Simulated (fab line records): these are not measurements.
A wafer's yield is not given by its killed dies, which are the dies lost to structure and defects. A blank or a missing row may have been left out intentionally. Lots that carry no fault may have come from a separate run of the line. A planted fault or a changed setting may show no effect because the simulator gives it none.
fab line records | flow n5-finfet
record lots=7 wafers=39
route steps=1938 shown WELL_APT@48 DUMMY_GATE@228 SD_EPI_N@288 SD_EPI_P@312 GATE_CUT@477 MOL_CONTACT_COAG@608 BEOL_M4@1111
start-h: start of the lot's first displayed wafer, in hours after the record's first day | wait-h: time in hours since the lot's previous step | " the same as in the row above | L1.1+2: several wafers, shown together as one row | - no value, or no start given | * or withheld: withheld | < > ~ a bound
route shown NAME@n: NAME is a module with steps in the file, n the number in the route of the first one | usual: mean/standard deviation of fault-free wafers | same: alike in all rows | chamber/n: place in a boat | sites: each site's reading | _std_site: standard deviation across them | _edge_site: the outer-site mean with the inner-site mean subtracted | radius-mm: for every site, how far away it sits from the centre of the wafer | mask NAME#n: copy n | behind: the most recent tool/chamber to have shaped the wafer | hold: why the lot was held/for how many hours/how that ended | device: which transistor (n, p or np) failed to switch | end of line: at the end of the route, the tests of the same wafers | step lacking rows: just its recipe | killed: not the wafer's yield, but the dies lost to structure and defects at the first sort | map: a wafer's dies, marking killed ones x, the rest . and places with no die _
set.NAME: the run value of the setting; set.NAME@STEP: its run value at that earlier step | model.NAME: the simulator's own value behind a step, which no gauge read
lots where settings were altered on purpose, with a table for each step and a row for each wafer
## steps
# step N5_WELL_APT_IMPLANT_32
# recipe species=BF2 energy-kev=50 dose-cm2=2e+13 tilt-deg=0 rotation-deg=0
# step N5_DUMMY_GATE_EXPOSE_12
# recipe mask-id=GATE na=0.33 source-shape=annular sigma-inner=0.2 sigma-outer=0.6 polarization=unpolarized target-cd-nm=25 dose-mj=34
# step N5_DUMMY_GATE_ETCH_37
# recipe chemistry=N2/H2 target=SOC target-depth-a=600 overetch-a=300 temp-c=40 ion-energy-ev=200 pressure-mtorr=30 source-w=840 bias-w=150 n2-flow-sccm=200 h2-flow-sccm=200
# step N5_SD_EPI_N_EPI_21
# recipe material=Si:P dopant=P temp-c=680 pressure-torr=255 time-s=690
# step N5_SD_EPI_P_ETCH_16
# recipe chemistry=CHF3/O2 target=SiO2 target-depth-a=50 mask-material=SOC pressure-mtorr=30 source-w=650 bias-w=170 Ar_flow_sccm=200 CHF3_flow_sccm=50 O2_flow_sccm=5 ion-energy-ev=200
# step N5_GATE_CUT_HM_DEP_46
# recipe material=SiO2 target-thk-a=1300 temp-c=400 precursor=TEOS/O2 pressure-torr=6.5 rf-w=900 teos-flow-sccm=161.4 gas=O2 flow-sccm=2650 time-s=26.6
# step N5_GATE_CUT_ETCH_37
# recipe chemistry=N2/H2 target=SOC target-depth-a=600 overetch-a=120 mask-material=SiARC temp-c=40 time-s=90 ion-energy-ev=200 pressure-mtorr=30 source-w=840 bias-w=150 n2-flow-sccm=200 h2-flow-sccm=200
# step N5_MOL_CONTACT_COAG_ALD_133
# recipe material=SiO2 target-thk-a=50 temp-c=100 ald-precursor-family=BDEAS ald-co-reactant=O2-plasma pulse-time-s=1 co-reactant-pulse-time-s=1 purge-time-s=2 co-reactant-purge-time-s=2 ald-cycles=35 pressure-torr=2
# step N5_BEOL_M4_RC_MEAS_101
# usual CJ_N=4.33/0.081 RS_PWELL=3008/27 RS_SD_N=28.3/0.37
# columns lot.wafer tool chamber start-h wait-h set.energy-kev@WELL_APT_IMPLANT_32 set.dose-mj@DUMMY_GATE_EXPOSE_12 set.source-w@DUMMY_GATE_ETCH_37 set.epi-growth-time-s@SD_EPI_N_EPI_21 set.target-depth-a@SD_EPI_P_ETCH_16 set.target-thk-a@GATE_CUT_HM_DEP_46 set.bias-w@GATE_CUT_ETCH_37 set.ald-cycles@MOL_CONTACT_COAG_ALD_133 CJ_N RS_PWELL[ohm/sq] RS_SD_N[ohm/sq]
L075.4 prober-01 0 176.94 0.5 50 34 840 690 50 1300 150 35 4.49 3025 28.2
L075.5 " 0 " " 50 34 840 690 50 1300 150 35 4.42 3042 28.3
L075.6 " 0 " " 50 34 840 690 50 1300 150 35 4.34 3036 28.4
L077.1 prober-01 0 186.47 0.0 44.61 32.57 840 690 50 1435 175.6 37 4.57 3057 28.4
L077.2 " 0 " " 50 34 840 690 50 1300 175.6 35 4.19 2982 28.3
L077.3 " 0 " " 44.61 34 840 690 50 1435 150 37 4.60 3049 27.9
L077.4 " 0 " " 44.61 32.57 840 731.2 50 1300 175.6 35 4.65 3045 27.0
L077.5 " 0 " " 50 34 840 731.2 50 1435 150 35 4.25 3005 26.8
L077.6 " 0 " " 50 32.57 840 731.2 50 1300 150 37 4.22 3006 27.1
L078.1 prober-02 0 186.99 0.0 50 34 759.4 690 50 1377 133.4 35 4.33 2972 28.3
L078.2 " 0 " " 50 34 840 767 50 1377 133.4 35 4.24 2972 26.6
L078.3 " 0 " " 50 34 759.4 690 50 1300 150 35 4.30 2983 27.8
L078.4 " 0 " " 50 34 840 690 50 1377 150 35 4.28 2965 28.0
L078.5 " 0 " " 50 34 759.4 767 50 1300 133.4 35 4.33 2992 26.6
L078.6 " 0 " " 50 34 840 767 50 1300 150 35 4.32 2983 26.3
L083.1 prober-02 0 224.30 0.0 54.89 34 895.1 690 50 1300 150 35 4.02 2905 28.3
L083.2 " 0 " " 54.89 34 895.1 690 50 1300 159.8 35 4.02 2913 28.4
L083.3 " 0 " " 50 34 895.1 635.2 50 1206 159.8 35 4.41 3021 30.4
L083.4 " 0 " " 50 34 840 690 50 1206 150 35 4.32 3023 28.9
L083.5 " 0 " " 54.89 34 840 635.2 50 1206 159.8 35 3.97 2914 30.3
L083.6 " 0 " " 50 34 840 635.2 50 1300 150 35 4.24 2979 30.2
L086.1 prober-01 0 236.66 0.0 50 34 840 690 50 1300 150 35 4.47 3027 27.7
L086.2 " 0 " " 50 34 840 659.4 45.39 1300 178 37 4.44 3030 28.3
L086.3 " 0 " " 50 33.12 840 659.4 45.39 1300 150 35 4.40 3017 28.6
L086.4 " 0 " " 50 33.12 793.6 690 50 1300 150 37 4.46 3039 28.2
L086.5 " 0 " " 50 34 793.6 690 45.39 1300 178 37 4.45 3069 27.5
L086.6 " 0 " " 50 33.12 793.6 659.4 50 1300 178 35 4.49 3043 28.1
L091.1 prober-01 0 268.67 0.0 53.38 35.59 840 690 50 1462 150 37 4.13 3002 28.3
L091.2 " 0 " " 50 35.59 706.9 690 50 1300 150 35 4.40 3040 28.2
L091.3 " 0 " " 50 34 706.9 690 50 1462 150 37 4.35 3038 28.6
L091.4 " 0 " " 50 34 840 690 54.5 1462 150 35 4.48 3078 28.1
L091.5 " 0 " " 53.38 35.59 706.9 690 54.5 1300 150 35 4.13 3020 28.5
L091.6 " 0 " " 53.38 34 840 690 54.5 1300 150 37 4.15 3010 28.5
L096.1 prober-01 0 297.26 0.0 50 34 840 690 54.55 1355 142.1 38 4.22 2972 28.1
L096.2 " 0 " " 50 36.48 840 690 54.55 1355 150 35 4.19 2984 28.2
L096.3 " 0 " " 54.22 36.48 840 690 50 1355 142.1 35 4.03 2939 27.8
L096.4 " 0 " " 54.22 34 840 690 54.55 1300 150 38 3.94 2885 28.2
L096.5 " 0 " " 54.22 36.48 840 690 50 1300 150 38 4.03 2941 28.4
L096.6 " 0 " " 50 34 840 690 50 1300 142.1 35 4.28 2968 28.2
## key
split step=N5_WELL_APT_IMPLANT_32 setting=energy-kev stated-as=50
response step=N5_BEOL_M4_RC_MEAS_101 reading=CJ_N slope=-0.0344 per=1% together-with=all explained=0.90
response step=N5_BEOL_M4_RC_MEAS_101 reading=RS_PWELL slope=-7.57 per=1% together-with=all explained=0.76
split step=N5_DUMMY_GATE_EXPOSE_12 setting=dose-mj stated-as=34
response none clear
split step=N5_DUMMY_GATE_ETCH_37 setting=source-w stated-as=840
response none clear
split step=N5_SD_EPI_N_EPI_21 setting=epi-growth-time-s stated-as=690
response step=N5_BEOL_M4_RC_MEAS_101 reading=RS_SD_N slope=-0.173 per=1% together-with=all explained=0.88
split step=N5_SD_EPI_P_ETCH_16 setting=target-depth-a stated-as=50
response none clear
split step=N5_GATE_CUT_HM_DEP_46 setting=target-thk-a stated-as=1300
response none clear
split step=N5_GATE_CUT_ETCH_37 setting=bias-w stated-as=150
response none clear
split step=N5_MOL_CONTACT_COAG_ALD_133 setting=ald-cycles stated-as=35
response none clear
